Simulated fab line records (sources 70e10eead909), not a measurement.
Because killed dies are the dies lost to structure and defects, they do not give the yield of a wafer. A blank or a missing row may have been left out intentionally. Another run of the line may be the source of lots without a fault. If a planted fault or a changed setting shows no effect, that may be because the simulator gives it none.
Which tool did it?    flow nand_harc    7 lots, 21 wafers sampled, at 4 steps of a route of 1302

WHAT THE GAUGES READ, wafer by wafer
NHARC_A_CONTACT_CD_MEAS_08: the cd target is 200 nm.
lot   measured      on         cd_nm (nm)
L747  day 23 00:58  cd_sem-01  200.4 200.6 200.2
L749  day 23 06:44  cd_sem-01  200.0 200.4 200.4
L751  day 24 12:26  cd_sem-03  201.1 200.7 200.7
L760  day 28 11:15  cd_sem-02  199.8 200.1 199.9
L762  day 29 11:58  cd_sem-02  199.6 199.8 200.7
L766  day 30 10:46  cd_sem-02  200.7 199.5 200.3
L769  day 31 19:14  cd_sem-01  199.2 199.4 199.1

EACH LOT AND THE TOOL THAT RAN IT (in order: tool; ch and the chambers of the sampled wafers; start)
lot   NHARC_A_CONTACT_ETCH_133              NHARC_A_CONTACT_STRIP_105           NHARC_A_CONTACT_DEP_85
L747  har_cap_etch-01 ch 1, day 22 19:35    rie_diel-02 ch 1,2, day 22 21:19    pecvd-01 ch 0,1, day 23 00:22
L749  har_cap_etch-01 ch 1, day 23 01:26    rie_diel-02 ch 1,3, day 23 02:37    pecvd-04 ch 0,1,2, day 23 06:00
L751  har_cap_etch-01 ch 0,1, day 24 04:41  rie_diel-02 ch 2,3, day 24 05:56    pecvd-02 ch 1,2, day 24 11:44
L760  har_cap_etch-03 ch 0, day 28 06:53    rie_diel-02 ch 2,3, day 28 08:03    pecvd-01 ch 0,1,2, day 28 10:32
L762  har_cap_etch-02 ch 0,1, day 29 05:08  rie_diel-10 ch 0,2,3, day 29 06:26  pecvd-04 ch 0,1,2, day 29 11:20
L766  har_cap_etch-02 ch 0, day 30 05:53    rie_diel-02 ch 1,2, day 30 07:31    pecvd-04 ch 1,2, day 30 10:02
L769  har_cap_etch-03 ch 0,1, day 31 14:50  rie_diel-02 ch 0,2, day 31 16:05    pecvd-01 ch 0,2, day 31 18:39
- NHARC_A_CONTACT_ETCH_133: etches the open film in C4F8/O2/Ar, time 374 s, target depth 1610 nm.
- NHARC_A_CONTACT_STRIP_105: strips in O2/COS.
- NHARC_A_CONTACT_DEP_85: deposits SiON, target thk 60 nm.

THE ANSWER, worked out from the rows above alone
Rule: what is usual is taken from the lots themselves. The widest of any qualifying gaps counts: lots, ordered by their means at a reading, are off when they make up no more than a third of the lots, leave a main group of 4 or more, and stand apart from it by 3 or more times the standard deviation of that group's means. A main group whose means are all the same, to the digits that the tables above print for the reading, isn't used. Also off: a lot with no number at a reading for which 4 or more lots have one. Where the step has rows for the other lots, those lots are counted as sound.
None of the lots is off at any reading shown; this tells nothing.

WHAT WAS PUT IN BY THE SIMULATOR
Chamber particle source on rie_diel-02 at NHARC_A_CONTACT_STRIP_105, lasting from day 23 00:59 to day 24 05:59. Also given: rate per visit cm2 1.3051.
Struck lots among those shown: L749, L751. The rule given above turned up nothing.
